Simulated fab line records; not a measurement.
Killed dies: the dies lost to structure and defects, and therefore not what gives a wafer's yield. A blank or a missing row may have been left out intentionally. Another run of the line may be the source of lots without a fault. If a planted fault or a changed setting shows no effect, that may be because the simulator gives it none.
fab line records | flow n5-finfet
record lots=24 wafers=72 last-day=18
route steps=1938 shown BEOL_M1@800 BEOL_M2@841
lots that met no fault: taken from a fault-free run of the same line
start-h: hours from the record's first day to the start of the lot's first wafer shown | wait-h: hours since the lot's step before | " repeats the value in the row above | L1.1+2: several wafers, shown together as one row | - either no value or no given start | * or withheld: withheld | < > ~ a bound
route shown NAME@n: a module of which the file shows steps, and the number in the route of the first | usual: mean and standard deviation over wafers with no fault | same: alike in all rows | chamber/n: place in a boat | sites: each site's reading | _std_site: the values' standard deviation | _edge_site: outer sites' mean less inner sites' | radius-mm: how far each site lies from the wafer's centre | mask NAME#n: copy n | behind: tool/chamber where the wafer was last shaped | hold: why the lot went on hold/how many hours it stayed there/how the hold came to an end | device: the transistor (n, p or np) that didn't switch | end of line: the same wafers' tests at the end of the route | a step with no rows: only its recipe | killed: not the wafer's yield, but the dies lost to structure and defects at the first sort | map: the dies of a wafer, with x for killed, . for not killed, _ for no die there
set.NAME: the setting that was run; set.NAME@STEP: the one run at that earlier step | model.NAME: the simulator's own value behind a step, which no gauge read
a sample of lots followed through the steps of the route, with each step as a table and each wafer as a row
services: from which hour (start-h, from the record's first day; less than 0 if before it) a tool's chamber was out of use, for how many hours, and why
## steps
# step N5_BEOL_M1_TRENCH_ETCH_37
# recipe chemistry=C4F6/O2 target-depth-a=552.07 target=SiOC time-s=29 ion-energy-ev=250 pressure-mtorr=30 source-w=355 bias-w=185 Ar_flow_sccm=300 C4F6_flow_sccm=10 O2_flow_sccm=10
# usual drypump-motor-current-A=5.9/0.31 oes-product-au=0.79/0.094 rf-vpp-V=668/5.9 showerhead-plenum-p-Torr=2.87/0.054 throttle-valve-pct=20.86/0.19
# same time-s=29
# columns lot.wafer tool chamber start-h wait-h drypump-motor-current-A oes-product-au rf-hours-counter-h rf-vpp-V showerhead-plenum-p-Torr throttle-valve-pct
L074.2 rie-diel-05 0 - - 6.1 0.91 28 662 2.90 20.96
L074.3 " 1 " " 5.9 0.91 24 663 2.91 20.48
L074.4 " 2 " " 5.5 0.83 49 676 2.89 20.73
L075.1 rie-diel-01 3 - - 5.8 0.80 101 668 2.75 21.04
L075.2 " 1 " " 5.9 0.69 214 659 2.82 20.85
L075.3 " 0 " " 6.3 0.68 233 672 2.92 20.68
L076.1 rie-diel-01 1 - - 5.9 0.68 215 659 2.82 20.84
L076.2 " 3 " " 5.8 0.80 102 669 2.75 21.04
L076.5 " 0 " " 6.3 0.67 - 672 2.92 20.70
L077.3 rie-diel-05 2 - - 5.5 0.83 55 674 2.88 20.74
L077.4 " 1 " " 5.9 0.90 30 664 2.90 20.49
L077.6 " 2 " " 5.5 0.83 - 673 2.88 20.72
L078.4 rie-diel-01 3 - - 5.8 0.79 109 668 2.75 21.04
L078.5 " 1 " " 5.9 0.68 - 660 2.82 20.86
L078.6 " 0 " " 6.3 0.66 - 674 2.92 20.71
L079.2 rie-diel-05 1 - - 5.9 0.89 33 666 2.90 20.51
L079.3 " 2 " " 5.5 0.83 57 674 2.88 20.73
L079.6 " 2 " " 5.5 0.83 - 675 2.88 20.72
L080.1 rie-diel-02 3 - - 5.7 0.74 144 667 2.85 20.60
L080.3 " 2 " " 6.3 1.01 0 665 2.92 20.90
L080.4 " 1 " " 6.4 0.74 168 668 2.83 21.09
L081.1 rie-diel-01 3 - - 5.8 0.80 112 667 2.75 21.07
L081.2 " 2 " " 5.5 0.69 207 678 2.92 21.09
L081.6 " 3 " " 5.8 0.79 - 667 2.75 21.07
L082.2 rie-diel-05 3 - - 6.0 0.70 219 669 2.93 20.86
L082.4 " 2 " " 5.5 0.82 62 675 2.88 20.75
L082.5 " 2 " " 5.5 0.82 - 675 2.88 20.75
L084.1 rie-diel-05 2 - - 5.5 0.82 63 674 2.88 20.73
L084.5 " 0 " " 6.1 0.89 - 662 2.90 20.99
L084.6 " 1 " " 5.8 0.88 - 664 2.90 20.50
L083.3 rie-diel-02 2 - - 6.3 0.97 7 666 2.91 20.91
L083.4 " 0 " " 5.4 0.80 80 658 2.88 20.82
L083.5 " 3 " " 5.7 0.74 - 669 2.85 20.62
L085.2 rie-diel-02 1 - - 6.4 0.73 179 667 2.83 21.10
L085.4 " 0 " " 5.4 0.80 - 658 2.88 20.83
L085.5 " 1 " " 6.4 0.74 - 666 2.83 21.10
L086.2 rie-diel-02 0 - - 5.4 0.81 87 660 2.88 20.84
L086.3 " 1 " " 6.4 0.74 182 667 2.83 21.11
L086.6 " 0 " " 5.4 0.80 - 659 2.88 20.84
L087.2 rie-diel-01 3 - - 5.8 0.79 120 669 2.74 21.08
L087.3 " 1 " " 6.0 0.68 239 659 2.81 20.87
L087.5 " 3 " " 5.8 0.79 - 668 2.74 21.06
L088.1 rie-diel-05 0 - - 6.1 0.87 51 659 2.89 21.00
L088.4 " 0 " " 6.1 0.87 - 661 2.89 21.01
L088.5 " 2 " " 5.5 0.81 - 677 2.88 20.75
L089.2 rie-diel-01 2 - - 5.5 0.68 224 677 2.92 21.12
L089.3 " 3 " " 5.8 0.79 124 668 2.74 21.09
L089.6 " 3 " " 5.8 0.78 - 669 2.74 21.07
L090.2 rie-diel-05 0 - - 6.1 0.86 53 660 2.89 21.01
L090.3 " 2 " " 5.5 0.81 74 675 2.88 20.74
L090.5 " 0 " " 6.1 0.86 - 659 2.89 21.00
L091.1 rie-diel-05 3 - - 6.0 0.69 235 669 2.93 20.86
L091.4 " 2 " " 5.5 0.81 76 674 2.87 20.74
L091.5 " 3 " " 6.0 0.70 - 670 2.93 20.87
L092.1 rie-diel-02 0 - - 5.4 0.79 96 659 2.87 20.85
L092.2 " 2 " " 6.3 0.93 23 666 2.91 20.93
L092.3 " 1 " " 6.4 0.73 190 666 2.83 21.12
L093.3 rie-diel-02 0 - - 5.4 0.79 98 656 2.87 20.85
L093.5 " 1 " " 6.3 0.72 - 665 2.82 21.12
L093.6 " 2 " " 6.3 0.93 - 666 2.90 20.93
L094.1 rie-diel-05 3 - - 6.0 0.68 240 668 2.93 20.90
L094.4 " 1 " " 5.9 0.86 54 664 2.89 20.54
L094.5 " 2 " " 5.5 0.80 - 674 2.87 20.77
L095.2 rie-diel-01 1 - - 5.9 0.99 0 659 2.80 20.58
L095.4 " 2 " " 5.5 0.66 239 678 2.91 21.15
L095.6 " 1 " " 5.9 0.98 - 660 2.80 20.59
L096.1 rie-diel-05 2 - - 5.5 0.80 85 673 2.87 20.77
L096.2 " 1 " " 5.9 0.85 59 663 2.89 20.53
L096.4 " 3 " " 6.0 0.69 243 670 2.92 20.90
L097.2 rie-diel-01 2 - - 5.5 0.67 243 677 2.91 21.15
L097.4 " 1 " " 6.0 0.96 4 660 2.80 20.58
L097.5 " 2 " " 5.5 0.66 - 679 2.91 21.13
# step N5_BEOL_M1_ANNEAL_80
# recipe temp-c=400 time-s=240 ambient=vacuum
# usual heater-power-w=847/94
# same time-s=240
# columns lot.wafer tool chamber start-h wait-h heater-power-w
L074.2 pvd-sputter-03 - 130.40 0.0 795
L074.3 " - " " 794
L074.4 " - " " 873
L075.1 pvd-sputter-02 - 130.54 0.0 1006
L075.2 " - " " 797
L075.3 " - " " 960
L076.1 pvd-sputter-01 - 135.29 0.0 800
L076.2 " - " " 684
L076.5 " - " " 804
L077.3 pvd-sputter-01 - 151.20 0.0 826
L077.4 " - " " 857
L077.6 " - " " 803
L078.4 pvd-sputter-02 - 160.51 0.0 854
L078.5 " - " " 886
L078.6 " - " " 988
L079.2 pvd-sputter-01 - 162.66 0.0 685
L079.3 " - " " 790
L079.6 " - " " 697
L080.1 pvd-sputter-01 - 165.38 0.0 692
L080.3 " - " " 860
L080.4 " - " " 839
L081.1 pvd-sputter-02 - 169.71 0.0 1046
L081.2 " - " " 997
L081.6 " - " " 992
L082.2 pvd-sputter-01 - 178.10 0.0 851
L082.4 " - " " 713
L082.5 " - " " 837
L084.1 pvd-sputter-01 - 183.56 0.0 685
L084.5 " - " " 865
L084.6 " - " " 801
L083.3 pvd-sputter-02 - 184.90 0.0 1028
L083.4 " - " " 1004
L083.5 " - " " 768
L085.2 pvd-sputter-02 - 196.28 0.0 972
L085.4 " - " " 811
L085.5 " - " " 800
L086.2 pvd-sputter-02 - 203.58 0.0 1014
L086.3 " - " " 791
L086.6 " - " " 1009
L087.2 pvd-sputter-03 - 206.71 0.0 804
L087.3 " - " " 783
L087.5 " - " " 710
L088.1 pvd-sputter-02 - 213.58 0.0 1005
L088.4 " - " " 876
L088.5 " - " " 1023
L089.2 pvd-sputter-03 - 215.98 0.0 843
L089.3 " - " " 808
L089.6 " - " " 780
L090.2 pvd-sputter-02 - 219.45 0.0 977
L090.3 " - " " 1020
L090.5 " - " " 861
L091.1 pvd-sputter-01 - 226.19 0.0 820
L091.4 " - " " 843
L091.5 " - " " 847
L092.1 pvd-sputter-01 - 232.68 0.0 845
L092.2 " - " " 674
L092.3 " - " " 859
L093.3 pvd-sputter-01 - 239.46 0.0 807
L093.5 " - " " 855
L093.6 " - " " 859
L094.1 pvd-sputter-01 - 244.58 0.0 851
L094.4 " - " " 671
L094.5 " - " " 852
L095.2 pvd-sputter-02 - 255.44 0.0 787
L095.4 " - " " 851
L095.6 " - " " 884
L096.1 pvd-sputter-02 - 259.66 0.0 992
L096.2 " - " " 806
L096.4 " - " " 982
L097.2 pvd-sputter-03 - 267.72 0.0 694
L097.4 " - " " 773
L097.5 " - " " 697
# step N5_BEOL_M1_ANNEAL_89
# recipe temp-c=400 time-s=240 ambient=vacuum
# usual heater-power-w=851/95
# same time-s=240
# columns lot.wafer tool chamber start-h wait-h heater-power-w
L074.2 pvd-sputter-03 - 131.06 0.0 790
L074.3 " - " " 800
L074.4 " - " " 887
L075.1 pvd-sputter-02 - 131.20 0.0 1016
L075.2 " - " " 797
L075.3 " - " " 978
L076.1 pvd-sputter-01 - 135.95 0.0 805
L076.2 " - " " 685
L076.5 " - " " 791
L077.3 pvd-sputter-01 - 151.86 0.0 787
L077.4 " - " " 867
L077.6 " - " " 810
L078.4 pvd-sputter-02 - 161.17 0.0 873
L078.5 " - " " 893
L078.6 " - " " 1010
L079.2 pvd-sputter-01 - 163.32 0.0 687
L079.3 " - " " 788
L079.6 " - " " 689
L080.1 pvd-sputter-01 - 166.04 0.0 679
L080.3 " - " " 858
L080.4 " - " " 863
L081.1 pvd-sputter-02 - 170.37 0.0 1008
L081.2 " - " " 1002
L081.6 " - " " 1022
L082.2 pvd-sputter-01 - 178.76 0.0 870
L082.4 " - " " 713
L082.5 " - " " 886
L084.1 pvd-sputter-01 - 184.22 0.0 699
L084.5 " - " " 860
L084.6 " - " " 785
L083.3 pvd-sputter-02 - 185.56 0.0 1024
L083.4 " - " " 996
L083.5 " - " " 790
L085.2 pvd-sputter-02 - 196.94 0.0 992
L085.4 " - " " 823
L085.5 " - " " 806
L086.2 pvd-sputter-02 - 204.24 0.0 1024
L086.3 " - " " 789
L086.6 " - " " 1019
L087.2 pvd-sputter-03 - 207.37 0.0 801
L087.3 " - " " 789
L087.5 " - " " 689
L088.1 pvd-sputter-02 - 214.24 0.0 999
L088.4 " - " " 874
L088.5 " - " " 1019
L089.2 pvd-sputter-03 - 216.64 0.0 865
L089.3 " - " " 795
L089.6 " - " " 796
L090.2 pvd-sputter-02 - 220.11 0.0 987
L090.3 " - " " 1003
L090.5 " - " " 863
L091.1 pvd-sputter-01 - 226.85 0.0 804
L091.4 " - " " 869
L091.5 " - " " 859
L092.1 pvd-sputter-01 - 233.34 0.0 849
L092.2 " - " " 692
L092.3 " - " " 871
L093.3 pvd-sputter-01 - 240.12 0.0 812
L093.5 " - " " 837
L093.6 " - " " 848
L094.1 pvd-sputter-01 - 245.24 0.0 862
L094.4 " - " " 697
L094.5 " - " " 859
L095.2 pvd-sputter-02 - 256.10 0.0 803
L095.4 " - " " 864
L095.6 " - " " 865
L096.1 pvd-sputter-02 - 260.32 0.0 982
L096.2 " - " " 791
L096.4 " - " " 1011
L097.2 pvd-sputter-03 - 268.38 0.0 714
L097.4 " - " " 785
L097.5 " - " " 702
# step N5_BEOL_M1_SPUTTER_96
# recipe material=Cu target-thk-a=45 temp-c=-20 chamber-pressure-pa=0.07 power-w=withheld time-s=8.29
# usual throttle-valve-pct=30.3/1.2
# same time-s=8.29
# columns lot.wafer tool chamber start-h wait-h throttle-valve-pct
L074.2 pvd-sputter-03 - 131.86 0.1 30.4
L074.3 " - " " 29.9
L074.4 " - " " 28.7
L075.1 pvd-sputter-02 - 132.00 0.1 33.2
L075.2 " - " " 30.3
L075.3 " - " " 30.4
L076.1 pvd-sputter-01 - 136.75 0.1 29.4
L076.2 " - " " 29.9
L076.5 " - " " 29.7
L077.3 pvd-sputter-01 - 152.66 0.1 29.6
L077.4 " - " " 30.5
L077.6 " - " " 29.8
L078.4 pvd-sputter-02 - 161.97 0.1 27.9
L078.5 " - " " 28.0
L078.6 " - " " 33.0
L079.2 pvd-sputter-01 - 164.12 0.1 29.8
L079.3 " - " " 29.9
L079.6 " - " " 29.6
L080.1 pvd-sputter-01 - 166.84 0.1 29.7
L080.3 " - " " 30.8
L080.4 " - " " 30.9
L081.1 pvd-sputter-02 - 171.17 0.1 32.9
L081.2 " - " " 30.5
L081.6 " - " " 32.9
L082.2 pvd-sputter-01 - 179.56 0.1 30.4
L082.4 " - " " 29.7
L082.5 " - " " 30.7
L084.1 pvd-sputter-01 - 185.02 0.1 29.9
L084.5 " - " " 30.7
L084.6 " - " " 29.4
L083.3 pvd-sputter-02 - 186.36 0.1 33.1
L083.4 " - " " 30.5
L083.5 " - " " 30.3
L085.2 pvd-sputter-02 - 197.74 0.1 30.4
L085.4 " - " " 30.1
L085.5 " - " " 30.3
L086.2 pvd-sputter-02 - 205.04 0.1 32.9
L086.3 " - " " 30.2
L086.6 " - " " 33.1
L087.2 pvd-sputter-03 - 208.17 0.1 29.9
L087.3 " - " " 30.8
L087.5 " - " " 30.8
L088.1 pvd-sputter-02 - 215.04 0.1 30.3
L088.4 " - " " 28.1
L088.5 " - " " 32.9
L089.2 pvd-sputter-03 - 217.44 0.1 29.0
L089.3 " - " " 29.9
L089.6 " - " " 30.6
L090.2 pvd-sputter-02 - 220.91 0.1 30.6
L090.3 " - " " 32.8
L090.5 " - " " 28.0
L091.1 pvd-sputter-01 - 227.65 0.1 29.8
L091.4 " - " " 30.9
L091.5 " - " " 30.7
L092.1 pvd-sputter-01 - 234.14 0.1 30.6
L092.2 " - " " 29.7
L092.3 " - " " 30.7
L093.3 pvd-sputter-01 - 240.92 0.1 30.0
L093.5 " - " " 30.5
L093.6 " - " " 30.7
L094.1 pvd-sputter-01 - 246.04 0.1 30.4
L094.4 " - " " 29.7
L094.5 " - " " 30.5
L095.2 pvd-sputter-02 - 256.90 0.1 30.1
L095.4 " - " " 27.9
L095.6 " - " " 28.1
L096.1 pvd-sputter-02 - 261.12 0.1 30.6
L096.2 " - " " 30.0
L096.4 " - " " 32.9
L097.2 pvd-sputter-03 - 269.18 0.1 30.9
L097.4 " - " " 30.7
L097.5 " - " " 30.9
# step N5_BEOL_M1_THK_MEAS_53
# recipe thk-meas-gauge=xrf reads=Cu_of_BEOL_M1_ECD_50
# usual M1_THK=39.8/1.6
# columns lot.wafer tool chamber start-h wait-h M1_THK[nm]
L074.2 film-metro-01 - 132.65 - 40.1
L074.3 " - " " 40.6
L074.4 " - " " 43.3
L075.1 film-metro-01 - 132.93 - 38.5
L075.2 " - " " 40.6
L075.3 " - " " 38.6
L076.1 film-metro-02 - 137.54 - 40.1
L076.2 " - " " 37.9
L076.5 " - " " 41.2
L077.3 film-metro-02 - 153.45 - 40.7
L077.4 " - " " 41.9
L077.6 " - " " 43.1
L078.4 film-metro-02 - 162.76 - 43.4
L078.5 " - " " 42.8
L078.6 " - " " 41.7
L079.2 film-metro-02 - 164.90 - 39.8
L079.3 " - " " 40.6
L079.6 " - " " 43.4
L080.1 film-metro-01 - 167.90 - 39.3
L080.3 " - " " 38.8
L080.4 " - " " 37.9
L081.1 film-metro-01 - 171.96 - 39.0
L081.2 " - " " 38.8
L081.6 " - " " 40.2
L082.2 film-metro-02 - 180.35 - 38.6
L082.4 " - " " 41.8
L082.5 " - " " 40.8
L084.1 film-metro-01 - 186.12 - 37.9
L084.5 " - " " 39.6
L084.6 " - " " 39.9
L083.3 film-metro-01 - 187.15 - 37.7
L083.4 " - " " 40.3
L083.5 " - " " 39.6
L085.2 film-metro-01 - 198.54 - 38.6
L085.4 " - " " 40.8
L085.5 " - " " 40.5
L086.2 film-metro-02 - 205.84 - 39.8
L086.3 " - " " 40.9
L086.6 " - " " 38.7
L087.2 film-metro-01 - 208.96 - 41.3
L087.3 " - " " 40.2
L087.5 " - " " 42.2
L088.1 film-metro-01 - 215.82 - 41.0
L088.4 " - " " 40.9
L088.5 " - " " 39.3
L089.2 film-metro-01 - 218.23 - 38.5
L089.3 " - " " 40.6
L089.6 " - " " 41.3
L090.2 film-metro-01 - 221.70 - 36.9
L090.3 " - " " 38.0
L090.5 " - " " 36.5
L091.1 film-metro-01 - 228.43 - 39.1
L091.4 " - " " 40.5
L091.5 " - " " 41.7
L092.1 film-metro-01 - 234.93 - 40.5
L092.2 " - " " 38.6
L092.3 " - " " 38.5
L093.3 film-metro-01 - 241.71 - 38.2
L093.5 " - " " 38.0
L093.6 " - " " 39.5
L094.1 film-metro-01 - 247.05 - 35.0
L094.4 " - " " 37.6
L094.5 " - " " 39.4
L095.2 film-metro-01 - 257.71 - 39.3
L095.4 " - " " 39.1
L095.6 " - " " 41.2
L096.1 film-metro-01 - 261.91 - 37.6
L096.2 " - " " 38.4
L096.4 " - " " 39.2
L097.2 film-metro-01 - 269.97 - 38.7
L097.4 " - " " 41.1
L097.5 " - " " 40.4
# step N5_BEOL_M2_ILD_DEP_00
# recipe material=SiOC target-thk-a=790 temp-c=350 precursor=DEMS/O2 pressure-torr=5 rf-w=500 time-s=15.3
# usual heater-power-outer-w=270/60 heater-power-w=493/93 showerhead-plenum-p-Torr=5.686/0.014 throttle-valve-pct=11.8/0.6
# same time-s=15.3
# columns lot.wafer tool chamber start-h wait-h heater-power-outer-w heater-power-w showerhead-plenum-p-Torr throttle-valve-pct
L074.2 pecvd-04 0 133.02 0.0 330 564 5.692 11.6
L074.3 " 2 " " 330 583 5.674 11.5
L074.4 " 0 " " 328 564 5.692 12.2
L075.1 pecvd-04 2 133.31 0.0 381 636 5.682 11.5
L075.2 " 1 " " 300 609 5.684 11.4
L075.3 " 0 " " 319 562 5.695 12.0
L076.1 pecvd-01 2 137.90 0.0 287 494 5.714 10.5
L076.2 " 0 " " 253 438 5.686 13.0
L076.5 " 2 " " 296 504 5.695 10.6
L077.3 pecvd-01 1 153.77 0.0 187 357 5.673 11.7
L077.4 " 1 " " 187 358 5.670 11.7
L077.6 " 0 " " 215 410 5.684 12.5
L078.4 pecvd-04 2 163.10 0.1 371 649 5.666 11.7
L078.5 " 1 " " 276 553 5.690 11.8
L078.6 " 0 " " 283 504 5.685 11.6
L079.2 pecvd-04 2 165.30 0.0 348 608 5.663 11.6
L079.3 " 0 " " 332 565 5.710 12.3
L079.6 " 2 " " 356 618 5.680 11.8
L080.1 pecvd-04 0 168.22 0.0 320 546 5.689 12.0
L080.3 " 1 " " 231 510 5.688 11.4
L080.4 " 1 " " 240 510 5.683 11.7
L081.1 pecvd-02 2 172.53 0.0 334 591 5.671 11.7
L081.2 " 1 " " 226 453 5.682 12.0
L081.6 " 1 " " 225 430 5.693 11.9
L082.2 pecvd-02 1 180.67 0.0 239 469 5.697 12.1
L082.4 " 0 " " 255 488 5.689 12.0
L082.5 " 1 " " 167 358 5.694 11.7
L084.1 pecvd-01 1 186.44 0.0 136 298 5.680 12.0
L084.5 " 0 " " 256 446 5.692 12.8
L084.6 " 2 " " 291 496 5.698 10.8
L083.3 pecvd-01 2 187.47 0.0 253 456 5.706 10.6
L083.4 " 0 " " 225 410 5.687 12.5
L083.5 " 1 " " 179 348 5.688 11.6
L085.2 pecvd-01 0 198.99 0.0 248 449 5.685 12.8
L085.4 " 1 " " 153 324 5.669 11.7
L085.5 " 2 " " 243 443 5.702 10.6
L086.2 pecvd-04 0 206.24 0.0 287 539 5.684 12.0
L086.3 " 2 " " 311 559 5.677 11.8
L086.6 " 2 " " 321 560 5.672 11.5
L087.2 pecvd-01 2 209.29 0.0 226 410 5.706 10.8
L087.3 " 1 " " 189 348 5.675 11.7
L087.5 " 1 " " 189 358 5.668 11.6
L088.1 pecvd-04 0 216.15 0.0 245 454 5.690 12.1
L088.4 " 2 " " 360 632 5.677 11.4
L088.5 " 0 " " 257 475 5.699 12.1
L089.2 pecvd-01 2 218.55 0.0 268 475 5.704 10.6
L089.3 " 0 " " 235 423 5.694 12.8
L089.6 " 0 " " 239 431 5.685 12.4
L090.2 pecvd-04 0 222.04 0.0 270 483 5.702 12.1
L090.3 " 2 " " 351 623 5.675 11.7
L090.5 " 1 " " 244 534 5.686 11.5
L091.1 pecvd-01 1 228.93 0.0 181 351 5.682 11.9
L091.4 " 0 " " 255 442 5.673 12.8
L091.5 " 1 " " 179 354 5.671 11.8
L092.1 pecvd-01 1 235.28 0.0 169 335 5.666 11.7
L092.2 " 0 " " 226 414 5.683 12.8
L092.3 " 0 " " 233 420 5.682 12.6
L093.3 pecvd-04 1 242.03 0.0 261 545 5.674 11.9
L093.5 " 1 " " 268 553 5.671 11.5
L093.6 " 0 " " 320 545 5.688 12.1
L094.1 pecvd-01 2 247.37 0.0 302 515 5.708 10.9
L094.4 " 1 " " 188 373 5.670 11.7
L094.5 " 2 " " 221 411 5.710 10.9
L095.2 pecvd-02 2 258.03 0.0 332 599 5.692 11.9
L095.4 " 2 " " 344 588 5.682 11.8
L095.6 " 2 " " 336 607 5.701 11.9
L096.1 pecvd-02 2 262.23 0.0 336 593 5.685 12.0
L096.2 " 0 " " 294 545 5.694 12.1
L096.4 " 0 " " 297 537 5.703 12.1
L097.2 pecvd-01 0 270.29 0.0 245 445 5.673 12.9
L097.4 " 1 " " 184 356 5.677 11.3
L097.5 " 0 " " 252 431 5.670 12.7
## services
# columns tool chamber start-h hours kind
pecvd-04 0 124.85 5.0 scheduled-down
pecvd-04 - 127.70 0.8 pm
pvd-sputter-03 - 134.61 4.0 repair
pecvd-01 1 135.26 5.5 scheduled-down
pecvd-02 - 137.13 1.7 repair
pecvd-01 0 146.31 2.1 scheduled-down
rie-diel-01 3 147.65 1.5 repair
rie-diel-02 3 191.01 10.1 repair
rie-diel-01 0 196.11 - clean
rie-diel-01 0 196.11 - consumable-replace:focus-ring
rie-diel-01 0 196.11 21.7 scheduled-down
rie-diel-01 0 196.11 21.7 vent-cycle
pecvd-04 - 200.20 0.3 repair
rie-diel-05 1 210.89 6.7 repair
pecvd-04 1 230.26 5.5 scheduled-down
rie-diel-01 1 233.89 - clean
rie-diel-01 1 233.89 - consumable-replace:focus-ring
rie-diel-01 1 233.89 18.3 scheduled-down
pecvd-01 2 234.74 4.8 repair
pecvd-01 0 247.98 5.0 scheduled-down
pecvd-02 0 253.33 6.3 repair
pecvd-04 0 254.36 4.9 repair
pecvd-01 2 257.52 2.1 scheduled-down
pecvd-04 2 259.74 5.0 scheduled-down
## key
fault none
